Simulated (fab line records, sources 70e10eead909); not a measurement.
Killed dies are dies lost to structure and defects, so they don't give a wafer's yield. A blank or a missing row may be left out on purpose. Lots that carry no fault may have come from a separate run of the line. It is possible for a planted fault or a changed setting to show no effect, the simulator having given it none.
Which tool did it? | flow nand_harc | Sampling: 6 lots, 18 wafers, 3 of 1302 route steps

## WHAT THE GAUGES READ, wafer by wafer
NHARC_END_SORT_01.
lot  | measured     | on        | sort_bin_2_pct (%)
L161 | day 25 22:12 | prober-01 | 3.0 3.8 4.7
L165 | day 27 23:51 | prober-02 | 1.9 1.8 2.2
L172 | day 31 01:38 | prober-02 | 2.1 3.1 1.6

## WHICH TOOL RAN EACH LOT (tool, then ch and the chambers of the sampled wafers, then the start)
lot  | NHARC_THIN_TSV_ETCH_59            | NHARC_THIN_TSV_ETCH_36
L161 | rie_metal-02 ch 0, day 25 12:41   | rie_metal-02 ch 0,1, day 25 12:58
L165 | rie_metal-03 ch 0,1, day 27 15:51 | rie_metal-03 ch 0,1, day 27 16:04
L168 | rie_metal-03 ch 1, day 28 11:28   | rie_metal-03 ch 1, day 28 11:41
L172 | rie_metal-03 ch 0,1, day 30 17:05 | rie_metal-03 ch 0,1, day 30 17:19
L180 | rie_metal-03 ch 0,1, day 33 17:13 | rie_metal-03 ch 0,1, day 33 17:29
L179 | rie_metal-02 ch 0,1, day 34 05:19 | rie_metal-02 ch 0,1, day 34 05:34
- NHARC_THIN_TSV_ETCH_59: etches the open film in Cl2/BCl3, target depth 880 nm, time 138.1 s.
- NHARC_THIN_TSV_ETCH_36: etches the open film in Cl2/BCl3, target depth 65 nm, time 18.571 s.

## THE ANSWER, worked out from the rows above alone
Rule: what is usual is taken from the lots themselves. The widest of any qualifying gaps counts: lots, ordered by their means at a reading, are off when they make up no more than a third of the lots, leave a main group of 4 or more, and stand apart from it by 3 or more times the standard deviation of that group's means. If all means in a main group match to the digits the tables above print for the reading, that group is not used. A lot without any number at a reading at which 4 lots or more have one is off too. The other lots that the step has rows for count as sound.
No lot is off on any of the readings shown, so nothing can be concluded from this.

## WHAT THE SIMULATOR HAD INSERTED
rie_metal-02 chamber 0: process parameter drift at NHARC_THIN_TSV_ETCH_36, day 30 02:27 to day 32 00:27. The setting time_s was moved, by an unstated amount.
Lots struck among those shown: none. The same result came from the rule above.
